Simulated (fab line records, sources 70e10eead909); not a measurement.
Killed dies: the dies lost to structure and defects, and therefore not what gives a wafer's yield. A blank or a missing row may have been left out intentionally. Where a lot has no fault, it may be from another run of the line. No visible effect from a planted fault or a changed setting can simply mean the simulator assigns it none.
fab line records / flow nandHarc
[record] lots = 14 wafers = 42 lastDay = 34
route steps=1302 shown A_BONDPAD@1204 HYBRID_BOND@1242 THIN_TSV@1294
lots untouched by any fault: they come from a run of this same line in which no faults occurred
startH: the number of hours between the record's first day and the start of the first shown wafer of the lot / waitH: hours since the lot's step before / " same as the row above / L1.1+2: a row that stands for several wafers / - no value present, or no start provided / * or withheld: withheld / < > ~ a bound
route shown NAME@n: names a module that has steps shown in the file, with the first one's number in the route / usual: the fault-free wafers' mean and standard deviation / same: alike in all rows / chamber/n: place in a boat / sites: readings site by site / _std_site: how widely they spread, as a standard deviation / _edge_site: outer sites' mean less inner sites' / radiusMm: how far each site lies from the wafer's centre / mask NAME#n: copy n / behind: tool/chamber where the wafer was last shaped / hold: cause of the lot's hold/its duration in hours/its outcome / device: which transistor (n, p or np) failed to switch / end of line: the same wafers' tests at the end of the route / for a step that has no rows: nothing shown but its recipe / killed: at the first sort, the dies lost to defects and structure; wafer yield is something else / map: shows each die of a wafer: x if killed, . if not, _ if none is there
set.NAME: the setting as run; set.NAME@STEP: as run at that earlier step / model.NAME: the simulator's own value behind a step, which no gauge read
route steps across a sampled set of lots; one table per step, one row per wafer
services: from which hour (startH, from the record's first day; less than 0 if before it) a tool's chamber was out of use, for how many hours, and why
[[steps]]
[step NHARC_A_BONDPAD_THK_MEAS_30]
[recipe] thkMeasGauge = ellipsometry
[usual] thkNm = 199.8/1.6
lot.wafer=L708.1 tool=filmMetro-01 chamber=- startH=541.80 waitH=0.2 thkNm=202.5
lot.wafer=L708.2 tool=filmMetro-01 chamber=- startH=541.80 waitH=0.2 thkNm=198.7
lot.wafer=L708.5 tool=filmMetro-01 chamber=- startH=541.80 waitH=0.2 thkNm=199.9
lot.wafer=L707.1 tool=filmMetro-02 chamber=- startH=546.17 waitH=0.2 thkNm=200.2
lot.wafer=L707.3 tool=filmMetro-02 chamber=- startH=546.17 waitH=0.2 thkNm=199.7
lot.wafer=L707.6 tool=filmMetro-02 chamber=- startH=546.17 waitH=0.2 thkNm=200.4
lot.wafer=L709.1 tool=filmMetro-01 chamber=- startH=547.42 waitH=0.2 thkNm=199.9
lot.wafer=L709.3 tool=filmMetro-01 chamber=- startH=547.42 waitH=0.2 thkNm=201.0
lot.wafer=L709.5 tool=filmMetro-01 chamber=- startH=547.42 waitH=0.2 thkNm=198.5
lot.wafer=L710.2 tool=filmMetro-01 chamber=- startH=561.01 waitH=0.2 thkNm=201.0
lot.wafer=L710.3 tool=filmMetro-01 chamber=- startH=561.01 waitH=0.2 thkNm=199.9
lot.wafer=L710.5 tool=filmMetro-01 chamber=- startH=561.01 waitH=0.2 thkNm=200.2
lot.wafer=L711.2 tool=filmMetro-01 chamber=- startH=561.83 waitH=0.2 thkNm=200.7
lot.wafer=L711.3 tool=filmMetro-01 chamber=- startH=561.83 waitH=0.2 thkNm=199.4
lot.wafer=L711.5 tool=filmMetro-01 chamber=- startH=561.83 waitH=0.2 thkNm=202.8
lot.wafer=L713.1 tool=filmMetro-02 chamber=- startH=601.48 waitH=0.2 thkNm=202.2
lot.wafer=L713.4 tool=filmMetro-02 chamber=- startH=601.48 waitH=0.2 thkNm=198.7
lot.wafer=L713.6 tool=filmMetro-02 chamber=- startH=601.48 waitH=0.2 thkNm=201.5
lot.wafer=L714.1 tool=filmMetro-02 chamber=- startH=603.04 waitH=0.2 thkNm=200.5
lot.wafer=L714.2 tool=filmMetro-02 chamber=- startH=603.04 waitH=0.2 thkNm=200.0
lot.wafer=L714.5 tool=filmMetro-02 chamber=- startH=603.04 waitH=0.2 thkNm=199.0
lot.wafer=L715.2 tool=filmMetro-01 chamber=- startH=612.77 waitH=0.2 thkNm=200.4
lot.wafer=L715.3 tool=filmMetro-01 chamber=- startH=612.77 waitH=0.2 thkNm=198.7
lot.wafer=L715.5 tool=filmMetro-01 chamber=- startH=612.77 waitH=0.2 thkNm=200.8
lot.wafer=L723.3 tool=filmMetro-01 chamber=- startH=675.72 waitH=0.2 thkNm=200.3
lot.wafer=L723.5 tool=filmMetro-01 chamber=- startH=675.72 waitH=0.2 thkNm=200.7
lot.wafer=L723.6 tool=filmMetro-01 chamber=- startH=675.72 waitH=0.2 thkNm=200.3
lot.wafer=L722.2 tool=filmMetro-01 chamber=- startH=698.08 waitH=0.2 thkNm=198.5
lot.wafer=L722.4 tool=filmMetro-01 chamber=- startH=698.08 waitH=0.2 thkNm=200.0
lot.wafer=L722.5 tool=filmMetro-01 chamber=- startH=698.08 waitH=0.2 thkNm=200.2
lot.wafer=L725.1 tool=filmMetro-01 chamber=- startH=701.61 waitH=0.2 thkNm=197.2
lot.wafer=L725.3 tool=filmMetro-01 chamber=- startH=701.61 waitH=0.2 thkNm=199.9
lot.wafer=L725.4 tool=filmMetro-01 chamber=- startH=701.61 waitH=0.2 thkNm=199.4
lot.wafer=L727.2 tool=filmMetro-02 chamber=- startH=721.87 waitH=0.2 thkNm=202.8
lot.wafer=L727.3 tool=filmMetro-02 chamber=- startH=721.87 waitH=0.2 thkNm=201.0
lot.wafer=L727.4 tool=filmMetro-02 chamber=- startH=721.87 waitH=0.2 thkNm=200.6
lot.wafer=L728.1 tool=filmMetro-01 chamber=- startH=745.48 waitH=0.2 thkNm=199.2
lot.wafer=L728.2 tool=filmMetro-01 chamber=- startH=745.48 waitH=0.2 thkNm=199.1
lot.wafer=L728.5 tool=filmMetro-01 chamber=- startH=745.48 waitH=0.2 thkNm=198.4
lot.wafer=L730.1 tool=filmMetro-02 chamber=- startH=785.29 waitH=0.2 thkNm=199.3
lot.wafer=L730.3 tool=filmMetro-02 chamber=- startH=785.29 waitH=0.2 thkNm=200.7
lot.wafer=L730.5 tool=filmMetro-02 chamber=- startH=785.29 waitH=0.2 thkNm=201.3
[step NHARC_A_BONDPAD_CD_MEAS_09]
[recipe] targetCdNm = 500 landingEnergyEv = 500
[usual] cdNm = 499.7/2.5
lot.wafer=L708.1 tool=cdSem-02 chamber=0 startH=542.24 waitH=- cdNm=503.5
lot.wafer=L708.2 tool=cdSem-02 chamber=0 startH=542.24 waitH=- cdNm=503.8
lot.wafer=L708.5 tool=cdSem-02 chamber=0 startH=542.24 waitH=- cdNm=503.0
lot.wafer=L707.1 tool=cdSem-02 chamber=0 startH=546.61 waitH=- cdNm=502.0
lot.wafer=L707.3 tool=cdSem-02 chamber=0 startH=546.61 waitH=- cdNm=492.6
lot.wafer=L707.6 tool=cdSem-02 chamber=0 startH=546.61 waitH=- cdNm=498.9
lot.wafer=L709.1 tool=cdSem-02 chamber=0 startH=547.99 waitH=- cdNm=500.9
lot.wafer=L709.3 tool=cdSem-02 chamber=0 startH=547.99 waitH=- cdNm=500.7
lot.wafer=L709.5 tool=cdSem-02 chamber=0 startH=547.99 waitH=- cdNm=497.0
lot.wafer=L710.2 tool=cdSem-02 chamber=0 startH=561.60 waitH=- cdNm=499.3
lot.wafer=L710.3 tool=cdSem-02 chamber=0 startH=561.60 waitH=- cdNm=499.4
lot.wafer=L710.5 tool=cdSem-02 chamber=0 startH=561.60 waitH=- cdNm=501.9
lot.wafer=L711.2 tool=cdSem-02 chamber=0 startH=562.40 waitH=- cdNm=497.8
lot.wafer=L711.3 tool=cdSem-02 chamber=0 startH=562.40 waitH=- cdNm=500.8
lot.wafer=L711.5 tool=cdSem-02 chamber=0 startH=562.40 waitH=- cdNm=499.9
lot.wafer=L713.1 tool=cdSem-02 chamber=0 startH=602.06 waitH=- cdNm=501.8
lot.wafer=L713.4 tool=cdSem-02 chamber=0 startH=602.06 waitH=- cdNm=500.2
lot.wafer=L713.6 tool=cdSem-02 chamber=0 startH=602.06 waitH=- cdNm=502.8
lot.wafer=L714.1 tool=cdSem-02 chamber=0 startH=603.48 waitH=- cdNm=502.5
lot.wafer=L714.2 tool=cdSem-02 chamber=0 startH=603.48 waitH=- cdNm=502.5
lot.wafer=L714.5 tool=cdSem-02 chamber=0 startH=603.48 waitH=- cdNm=503.3
lot.wafer=L715.2 tool=cdSem-01 chamber=0 startH=613.34 waitH=- cdNm=492.1
lot.wafer=L715.3 tool=cdSem-01 chamber=0 startH=613.34 waitH=- cdNm=496.1
lot.wafer=L715.5 tool=cdSem-01 chamber=0 startH=613.34 waitH=- cdNm=498.9
lot.wafer=L723.3 tool=cdSem-02 chamber=0 startH=676.16 waitH=- cdNm=502.1
lot.wafer=L723.5 tool=cdSem-02 chamber=0 startH=676.16 waitH=- cdNm=500.3
lot.wafer=L723.6 tool=cdSem-02 chamber=0 startH=676.16 waitH=- cdNm=501.4
lot.wafer=L722.2 tool=cdSem-02 chamber=0 startH=698.65 waitH=- cdNm=499.5
lot.wafer=L722.4 tool=cdSem-02 chamber=0 startH=698.65 waitH=- cdNm=500.2
lot.wafer=L722.5 tool=cdSem-02 chamber=0 startH=698.65 waitH=- cdNm=498.6
lot.wafer=L725.1 tool=cdSem-01 chamber=0 startH=702.18 waitH=- cdNm=498.9
lot.wafer=L725.3 tool=cdSem-01 chamber=0 startH=702.18 waitH=- cdNm=500.7
lot.wafer=L725.4 tool=cdSem-01 chamber=0 startH=702.18 waitH=- cdNm=499.8
lot.wafer=L727.2 tool=cdSem-01 chamber=0 startH=722.31 waitH=- cdNm=501.6
lot.wafer=L727.3 tool=cdSem-01 chamber=0 startH=722.31 waitH=- cdNm=501.3
lot.wafer=L727.4 tool=cdSem-01 chamber=0 startH=722.31 waitH=- cdNm=501.7
lot.wafer=L728.1 tool=cdSem-02 chamber=0 startH=745.93 waitH=- cdNm=500.7
lot.wafer=L728.2 tool=cdSem-02 chamber=0 startH=745.93 waitH=- cdNm=502.0
lot.wafer=L728.5 tool=cdSem-02 chamber=0 startH=745.93 waitH=- cdNm=500.2
lot.wafer=L730.1 tool=cdSem-01 chamber=0 startH=785.85 waitH=- cdNm=498.1
lot.wafer=L730.3 tool=cdSem-01 chamber=0 startH=785.85 waitH=- cdNm=502.7
lot.wafer=L730.5 tool=cdSem-01 chamber=0 startH=785.85 waitH=- cdNm=495.6
[step NHARC_HYBRID_BOND_OVL_MEAS_05]
[usual] overlayXNm = -2/33 overlayYNm = 5/33
lot.wafer=L708.1 tool=overlay-02 chamber=- startH=554.43 waitH=0.4 overlayXNm=42 overlayYNm=11
lot.wafer=L708.2 tool=overlay-02 chamber=- startH=554.43 waitH=0.4 overlayXNm=4 overlayYNm=64
lot.wafer=L708.5 tool=overlay-02 chamber=- startH=554.43 waitH=0.4 overlayXNm=-43 overlayYNm=21
lot.wafer=L707.1 tool=overlay-02 chamber=- startH=559.77 waitH=0.4 overlayXNm=20 overlayYNm=-49
lot.wafer=L707.3 tool=overlay-02 chamber=- startH=559.77 waitH=0.4 overlayXNm=13 overlayYNm=-18
lot.wafer=L707.6 tool=overlay-02 chamber=- startH=559.77 waitH=0.4 overlayXNm=-14 overlayYNm=37
lot.wafer=L709.1 tool=overlay-01 chamber=- startH=559.77 waitH=0.4 overlayXNm=-8 overlayYNm=13
lot.wafer=L709.3 tool=overlay-01 chamber=- startH=559.77 waitH=0.4 overlayXNm=2 overlayYNm=46
lot.wafer=L709.5 tool=overlay-01 chamber=- startH=559.77 waitH=0.4 overlayXNm=-14 overlayYNm=66
lot.wafer=L710.2 tool=overlay-02 chamber=- startH=575.86 waitH=0.4 overlayXNm=17 overlayYNm=-12
lot.wafer=L710.3 tool=overlay-02 chamber=- startH=575.86 waitH=0.4 overlayXNm=32 overlayYNm=25
lot.wafer=L710.5 tool=overlay-02 chamber=- startH=575.86 waitH=0.4 overlayXNm=22 overlayYNm=22
lot.wafer=L711.2 tool=overlay-01 chamber=- startH=575.86 waitH=0.4 overlayXNm=-73 overlayYNm=1
lot.wafer=L711.3 tool=overlay-01 chamber=- startH=575.86 waitH=0.4 overlayXNm=32 overlayYNm=33
lot.wafer=L711.5 tool=overlay-01 chamber=- startH=575.86 waitH=0.4 overlayXNm=-10 overlayYNm=41
lot.wafer=L713.1 tool=overlay-02 chamber=- startH=614.33 waitH=0.4 overlayXNm=37 overlayYNm=-46
lot.wafer=L713.4 tool=overlay-02 chamber=- startH=614.33 waitH=0.4 overlayXNm=-74 overlayYNm=13
lot.wafer=L713.6 tool=overlay-02 chamber=- startH=614.33 waitH=0.4 overlayXNm=-51 overlayYNm=-22
lot.wafer=L714.1 tool=overlay-01 chamber=- startH=614.33 waitH=0.4 overlayXNm=-32 overlayYNm=31
lot.wafer=L714.2 tool=overlay-01 chamber=- startH=614.33 waitH=0.4 overlayXNm=-18 overlayYNm=25
lot.wafer=L714.5 tool=overlay-01 chamber=- startH=614.33 waitH=0.4 overlayXNm=11 overlayYNm=19
lot.wafer=L715.2 tool=overlay-02 chamber=- startH=625.60 waitH=0.4 overlayXNm=12 overlayYNm=-41
lot.wafer=L715.3 tool=overlay-02 chamber=- startH=625.60 waitH=0.4 overlayXNm=-4 overlayYNm=3
lot.wafer=L715.5 tool=overlay-02 chamber=- startH=625.60 waitH=0.4 overlayXNm=-22 overlayYNm=-32
lot.wafer=L723.3 tool=overlay-02 chamber=- startH=692.60 waitH=0.4 overlayXNm=41 overlayYNm=36
lot.wafer=L723.5 tool=overlay-02 chamber=- startH=692.60 waitH=0.4 overlayXNm=-16 overlayYNm=-5
lot.wafer=L723.6 tool=overlay-02 chamber=- startH=692.60 waitH=0.4 overlayXNm=-6 overlayYNm=-30
lot.wafer=L722.2 tool=overlay-02 chamber=- startH=711.84 waitH=0.4 overlayXNm=-6 overlayYNm=22
lot.wafer=L722.4 tool=overlay-02 chamber=- startH=711.84 waitH=0.4 overlayXNm=-12 overlayYNm=-4
lot.wafer=L722.5 tool=overlay-02 chamber=- startH=711.84 waitH=0.4 overlayXNm=-3 overlayYNm=29
lot.wafer=L725.1 tool=overlay-01 chamber=- startH=711.85 waitH=0.4 overlayXNm=-19 overlayYNm=33
lot.wafer=L725.3 tool=overlay-01 chamber=- startH=711.85 waitH=0.4 overlayXNm=-49 overlayYNm=7
lot.wafer=L725.4 tool=overlay-01 chamber=- startH=711.85 waitH=0.4 overlayXNm=0 overlayYNm=-30
lot.wafer=L727.2 tool=overlay-01 chamber=- startH=734.78 waitH=0.4 overlayXNm=20 overlayYNm=-50
lot.wafer=L727.3 tool=overlay-01 chamber=- startH=734.78 waitH=0.4 overlayXNm=1 overlayYNm=-24
lot.wafer=L727.4 tool=overlay-01 chamber=- startH=734.78 waitH=0.4 overlayXNm=82 overlayYNm=50
lot.wafer=L728.1 tool=overlay-02 chamber=- startH=761.09 waitH=0.4 overlayXNm=-26 overlayYNm=20
lot.wafer=L728.2 tool=overlay-02 chamber=- startH=761.09 waitH=0.4 overlayXNm=12 overlayYNm=67
lot.wafer=L728.5 tool=overlay-02 chamber=- startH=761.09 waitH=0.4 overlayXNm=-32 overlayYNm=-16
lot.wafer=L730.1 tool=overlay-01 chamber=- startH=798.16 waitH=0.4 overlayXNm=-19 overlayYNm=2
lot.wafer=L730.3 tool=overlay-01 chamber=- startH=798.16 waitH=0.4 overlayXNm=-10 overlayYNm=-3
lot.wafer=L730.5 tool=overlay-01 chamber=- startH=798.16 waitH=0.4 overlayXNm=2 overlayYNm=-26
[step NHARC_THIN_TSV_ETCH_59]
[recipe] targetDepthA = 8800 icpW = 900 biasW = 100 Cl2_flow_sccm = 60 bcl3FlowSccm = 30 timeS = 138.1 chemistry = Cl2/BCl3
[usual] bcl3FlowSccm = 30.02/0.091 biasW = 100.0/0.31 drypumpMotorCurrentA = 5.9/0.44 oesProductAu = 1.004/0.014 runLengthS = 159.4/0.41 throttleValvePct = 22.264/0.0087
lot.wafer=L708.1 tool=rieMetal-01 chamber=0 startH=563.60 waitH=0.1 bcl3FlowSccm=30.04 biasW=100.0 drypumpMotorCurrentA=5.1 oesProductAu=1.012 rfHoursCounterH=2.8 runLengthS=159.8 throttleValvePct=22.261
lot.wafer=L708.2 tool=rieMetal-01 chamber=1 startH=563.60 waitH=0.1 bcl3FlowSccm=29.88 biasW=99.5 drypumpMotorCurrentA=6.3 oesProductAu=1.021 rfHoursCounterH=2.8 runLengthS=159.4 throttleValvePct=22.260
lot.wafer=L708.5 tool=rieMetal-01 chamber=0 startH=563.60 waitH=0.1 bcl3FlowSccm=29.91 biasW=100.0 drypumpMotorCurrentA=5.1 oesProductAu=1.019 rfHoursCounterH=- runLengthS=159.3 throttleValvePct=22.276
lot.wafer=L707.1 tool=rieMetal-03 chamber=0 startH=568.89 waitH=0.1 bcl3FlowSccm=30.13 biasW=100.3 drypumpMotorCurrentA=5.8 oesProductAu=1.016 rfHoursCounterH=0.6 runLengthS=158.7 throttleValvePct=22.263
lot.wafer=L707.3 tool=rieMetal-03 chamber=0 startH=568.89 waitH=0.1 bcl3FlowSccm=30.01 biasW=99.9 drypumpMotorCurrentA=5.8 oesProductAu=1.023 rfHoursCounterH=- runLengthS=158.8 throttleValvePct=22.257
lot.wafer=L707.6 tool=rieMetal-03 chamber=1 startH=568.89 waitH=0.1 bcl3FlowSccm=29.94 biasW=99.4 drypumpMotorCurrentA=6.1 oesProductAu=0.986 rfHoursCounterH=- runLengthS=159.7 throttleValvePct=22.278
lot.wafer=L709.1 tool=rieMetal-01 chamber=1 startH=571.32 waitH=0.1 bcl3FlowSccm=30.08 biasW=99.8 drypumpMotorCurrentA=6.4 oesProductAu=1.020 rfHoursCounterH=3.0 runLengthS=159.6 throttleValvePct=22.261
lot.wafer=L709.3 tool=rieMetal-01 chamber=1 startH=571.32 waitH=0.1 bcl3FlowSccm=30.05 biasW=100.3 drypumpMotorCurrentA=6.4 oesProductAu=1.026 rfHoursCounterH=- runLengthS=159.5 throttleValvePct=22.260
lot.wafer=L709.5 tool=rieMetal-01 chamber=1 startH=571.32 waitH=0.1 bcl3FlowSccm=30.07 biasW=99.8 drypumpMotorCurrentA=6.4 oesProductAu=1.028 rfHoursCounterH=- runLengthS=159.7 throttleValvePct=22.249
lot.wafer=L710.2 tool=rieMetal-01 chamber=1 startH=584.80 waitH=0.1 bcl3FlowSccm=30.23 biasW=99.8 drypumpMotorCurrentA=6.3 oesProductAu=0.991 rfHoursCounterH=0.0 runLengthS=160.1 throttleValvePct=22.277
lot.wafer=L710.3 tool=rieMetal-01 chamber=1 startH=584.80 waitH=0.1 bcl3FlowSccm=30.05 biasW=99.5 drypumpMotorCurrentA=6.4 oesProductAu=1.005 rfHoursCounterH=- runLengthS=159.4 throttleValvePct=22.252
lot.wafer=L710.5 tool=rieMetal-01 chamber=1 startH=584.80 waitH=0.1 bcl3FlowSccm=29.98 biasW=99.8 drypumpMotorCurrentA=6.4 oesProductAu=1.005 rfHoursCounterH=- runLengthS=159.8 throttleValvePct=22.251
lot.wafer=L711.2 tool=rieMetal-03 chamber=0 startH=586.00 waitH=0.1 bcl3FlowSccm=30.02 biasW=100.2 drypumpMotorCurrentA=5.8 oesProductAu=1.013 rfHoursCounterH=1.1 runLengthS=158.5 throttleValvePct=22.273
lot.wafer=L711.3 tool=rieMetal-03 chamber=1 startH=586.00 waitH=0.1 bcl3FlowSccm=30.01 biasW=100.3 drypumpMotorCurrentA=6.1 oesProductAu=0.976 rfHoursCounterH=- runLengthS=159.3 throttleValvePct=22.260
lot.wafer=L711.5 tool=rieMetal-03 chamber=1 startH=586.00 waitH=0.1 bcl3FlowSccm=29.94 biasW=100.0 drypumpMotorCurrentA=6.1 oesProductAu=0.989 rfHoursCounterH=- runLengthS=159.9 throttleValvePct=22.246
lot.wafer=L713.1 tool=rieMetal-03 chamber=0 startH=623.47 waitH=0.1 bcl3FlowSccm=30.07 biasW=- drypumpMotorCurrentA=5.8 oesProductAu=1.020 rfHoursCounterH=1.5 runLengthS=146.4 throttleValvePct=22.262
lot.wafer=L713.4 tool=rieMetal-03 chamber=1 startH=623.47 waitH=0.1 bcl3FlowSccm=29.96 biasW=- drypumpMotorCurrentA=6.1 oesProductAu=0.993 rfHoursCounterH=- runLengthS=146.7 throttleValvePct=22.262
lot.wafer=L713.6 tool=rieMetal-03 chamber=0 startH=623.47 waitH=0.1 bcl3FlowSccm=30.09 biasW=100.1 drypumpMotorCurrentA=5.8 oesProductAu=1.012 rfHoursCounterH=- runLengthS=158.8 throttleValvePct=22.254
lot.wafer=L714.2 tool=rieMetal-03 chamber=1 startH=624.82 waitH=0.1 bcl3FlowSccm=30.09 biasW=99.8 drypumpMotorCurrentA=6.1 oesProductAu=0.989 rfHoursCounterH=1.8 runLengthS=159.7 throttleValvePct=22.254
lot.wafer=L714.1 tool=rieMetal-03 chamber=0 startH=624.82 waitH=0.1 bcl3FlowSccm=30.05 biasW=- drypumpMotorCurrentA=5.8 oesProductAu=1.012 rfHoursCounterH=1.8 runLengthS=145.8 throttleValvePct=22.250
lot.wafer=L714.5 tool=rieMetal-03 chamber=1 startH=624.82 waitH=0.1 bcl3FlowSccm=30.06 biasW=- drypumpMotorCurrentA=6.1 oesProductAu=0.984 rfHoursCounterH=- runLengthS=146.5 throttleValvePct=22.264
lot.wafer=L715.2 tool=rieMetal-01 chamber=0 startH=634.97 waitH=0.1 bcl3FlowSccm=30.09 biasW=100.4 drypumpMotorCurrentA=5.1 oesProductAu=1.013 rfHoursCounterH=0.8 runLengthS=160.1 throttleValvePct=22.272
lot.wafer=L715.3 tool=rieMetal-01 chamber=0 startH=634.97 waitH=0.1 bcl3FlowSccm=30.03 biasW=100.2 drypumpMotorCurrentA=5.1 oesProductAu=1.009 rfHoursCounterH=- runLengthS=159.9 throttleValvePct=22.253
lot.wafer=L715.5 tool=rieMetal-01 chamber=0 startH=634.97 waitH=0.1 bcl3FlowSccm=30.09 biasW=100.6 drypumpMotorCurrentA=5.0 oesProductAu=1.005 rfHoursCounterH=- runLengthS=159.4 throttleValvePct=22.263
lot.wafer=L723.3 tool=rieMetal-01 chamber=1 startH=701.78 waitH=0.2 bcl3FlowSccm=30.22 biasW=99.6 drypumpMotorCurrentA=6.4 oesProductAu=1.002 rfHoursCounterH=- runLengthS=159.3 throttleValvePct=22.260
lot.wafer=L723.6 tool=rieMetal-01 chamber=1 startH=701.78 waitH=0.2 bcl3FlowSccm=30.21 biasW=99.8 drypumpMotorCurrentA=6.4 oesProductAu=1.001 rfHoursCounterH=- runLengthS=159.5 throttleValvePct=22.274
lot.wafer=L723.5 tool=rieMetal-01 chamber=0 startH=701.78 waitH=0.2 bcl3FlowSccm=30.08 biasW=99.6 drypumpMotorCurrentA=5.1 oesProductAu=0.987 rfHoursCounterH=- runLengthS=159.3 throttleValvePct=22.263
lot.wafer=L722.2 tool=rieMetal-02 chamber=0 startH=722.11 waitH=0.1 bcl3FlowSccm=30.01 biasW=100.3 drypumpMotorCurrentA=6.3 oesProductAu=1.006 rfHoursCounterH=1.1 runLengthS=159.3 throttleValvePct=22.268
lot.wafer=L722.4 tool=rieMetal-02 chamber=0 startH=722.11 waitH=0.1 bcl3FlowSccm=29.98 biasW=100.0 drypumpMotorCurrentA=6.3 oesProductAu=1.017 rfHoursCounterH=- runLengthS=159.3 throttleValvePct=22.269
lot.wafer=L722.5 tool=rieMetal-02 chamber=0 startH=722.11 waitH=0.1 bcl3FlowSccm=30.06 biasW=99.6 drypumpMotorCurrentA=6.3 oesProductAu=1.012 rfHoursCounterH=- runLengthS=159.4 throttleValvePct=22.250
lot.wafer=L725.1 tool=rieMetal-03 chamber=1 startH=723.38 waitH=0.2 bcl3FlowSccm=29.99 biasW=100.3 drypumpMotorCurrentA=6.1 oesProductAu=0.997 rfHoursCounterH=0.3 runLengthS=159.3 throttleValvePct=22.262
lot.wafer=L725.3 tool=rieMetal-03 chamber=0 startH=723.38 waitH=0.2 bcl3FlowSccm=29.93 biasW=99.8 drypumpMotorCurrentA=5.8 oesProductAu=1.010 rfHoursCounterH=- runLengthS=158.9 throttleValvePct=22.278
lot.wafer=L725.4 tool=rieMetal-03 chamber=1 startH=723.38 waitH=0.2 bcl3FlowSccm=29.90 biasW=100.4 drypumpMotorCurrentA=6.1 oesProductAu=0.987 rfHoursCounterH=- runLengthS=159.3 throttleValvePct=22.261
lot.wafer=L727.2 tool=rieMetal-03 chamber=0 startH=744.93 waitH=0.1 bcl3FlowSccm=29.99 biasW=100.1 drypumpMotorCurrentA=5.8 oesProductAu=1.013 rfHoursCounterH=0.7 runLengthS=159.2 throttleValvePct=22.261
lot.wafer=L727.4 tool=rieMetal-03 chamber=1 startH=744.93 waitH=0.1 bcl3FlowSccm=29.91 biasW=99.8 drypumpMotorCurrentA=6.1 oesProductAu=0.995 rfHoursCounterH=- runLengthS=159.5 throttleValvePct=22.264
lot.wafer=L727.3 tool=rieMetal-03 chamber=0 startH=744.93 waitH=0.1 bcl3FlowSccm=29.90 biasW=100.1 drypumpMotorCurrentA=5.8 oesProductAu=0.997 rfHoursCounterH=- runLengthS=158.7 throttleValvePct=22.276
lot.wafer=L728.1 tool=rieMetal-01 chamber=1 startH=769.94 waitH=0.1 bcl3FlowSccm=29.95 biasW=99.9 drypumpMotorCurrentA=6.4 oesProductAu=0.993 rfHoursCounterH=0.1 runLengthS=159.6 throttleValvePct=22.253
lot.wafer=L728.2 tool=rieMetal-01 chamber=0 startH=769.94 waitH=0.1 bcl3FlowSccm=30.17 biasW=100.6 drypumpMotorCurrentA=5.1 oesProductAu=1.001 rfHoursCounterH=0.1 runLengthS=159.8 throttleValvePct=22.265
lot.wafer=L728.5 tool=rieMetal-01 chamber=0 startH=769.94 waitH=0.1 bcl3FlowSccm=30.17 biasW=100.0 drypumpMotorCurrentA=5.1 oesProductAu=1.007 rfHoursCounterH=- runLengthS=159.3 throttleValvePct=22.274
lot.wafer=L730.1 tool=rieMetal-03 chamber=1 startH=806.96 waitH=0.1 bcl3FlowSccm=30.01 biasW=99.9 drypumpMotorCurrentA=6.1 oesProductAu=0.990 rfHoursCounterH=1.7 runLengthS=159.7 throttleValvePct=22.258
lot.wafer=L730.3 tool=rieMetal-03 chamber=0 startH=806.96 waitH=0.1 bcl3FlowSccm=30.26 biasW=100.0 drypumpMotorCurrentA=5.8 oesProductAu=0.999 rfHoursCounterH=- runLengthS=158.7 throttleValvePct=22.288
lot.wafer=L730.5 tool=rieMetal-03 chamber=0 startH=806.96 waitH=0.1 bcl3FlowSccm=30.13 biasW=100.4 drypumpMotorCurrentA=5.8 oesProductAu=1.002 rfHoursCounterH=- runLengthS=158.8 throttleValvePct=22.252
[[services]]
tool=rieMetal-01 chamber=- startH=575.00 hours=9.0 kind=pm
tool=rieMetal-01 chamber=0 startH=575.00 hours=9.0 kind=ventCycle
tool=rieMetal-01 chamber=1 startH=575.00 hours=9.0 kind=ventCycle
tool=rieMetal-01 chamber=0 startH=584.00 hours=- kind=clean
tool=rieMetal-01 chamber=1 startH=584.00 hours=- kind=clean
tool=rieMetal-02 chamber=- startH=631.00 hours=9.0 kind=pm
tool=rieMetal-02 chamber=0 startH=631.00 hours=9.0 kind=ventCycle
tool=rieMetal-02 chamber=1 startH=631.00 hours=9.0 kind=ventCycle
tool=rieMetal-02 chamber=0 startH=640.00 hours=- kind=clean
tool=rieMetal-02 chamber=1 startH=640.00 hours=- kind=clean
tool=rieMetal-03 chamber=- startH=696.00 hours=9.0 kind=pm
tool=rieMetal-03 chamber=0 startH=696.00 hours=9.0 kind=ventCycle
tool=rieMetal-03 chamber=1 startH=696.00 hours=9.0 kind=ventCycle
tool=rieMetal-03 chamber=0 startH=705.00 hours=- kind=clean
tool=rieMetal-03 chamber=1 startH=705.00 hours=- kind=clean
tool=rieMetal-01 chamber=- startH=752.00 hours=9.0 kind=pm
tool=rieMetal-01 chamber=0 startH=752.00 hours=9.0 kind=ventCycle
tool=rieMetal-01 chamber=1 startH=752.00 hours=9.0 kind=ventCycle
tool=rieMetal-01 chamber=0 startH=761.00 hours=- kind=clean
tool=rieMetal-01 chamber=1 startH=761.00 hours=- kind=clean
tool=rieMetal-03 chamber=- startH=784.34 hours=1.2 kind=repair
tool=rieMetal-03 chamber=- startH=798.79 hours=0.1 kind=repair
[[key]]
[firstSign] step = NHARC_THIN_TSV_ETCH_59 reading = runLengthS direction = down sigmas = 32 usual = * struck = *
effect none on later readings
metAt NHARC_THIN_TSV_ETCH_59
struckLots L713,L714
struckWafers L713.1,L713.4,L714.1,L714.5
laterRowsLeftOut L713.1,L714.1
sortLeftOut L713.1,L713.4,L714.1,L714.5
notActingAt NHARC_A_BONDPAD_THK_MEAS_30,NHARC_A_BONDPAD_CD_MEAS_09,NHARC_HYBRID_BOND_OVL_MEAS_05
onsetBetween 586.00 623.47
[fault] kind = processParameterDrift tool = rieMetal-03 chamber = - onsetH = 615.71 steps = NHARC_THIN_TSV_ETCH_59 channel = timeS offset = * shape = step endH = 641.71 scope = struckWafersOnly actsIn = * stated = *
// sortLeftOut: the simulated sort isn't trusted on such a fault, so these wafers' sort isn't shown, and their yield isn't known
// laterRowsLeftOut: the simulator's readings of these wafers behind a module that went badly wrong aren't trusted and aren't shown, but for the sort
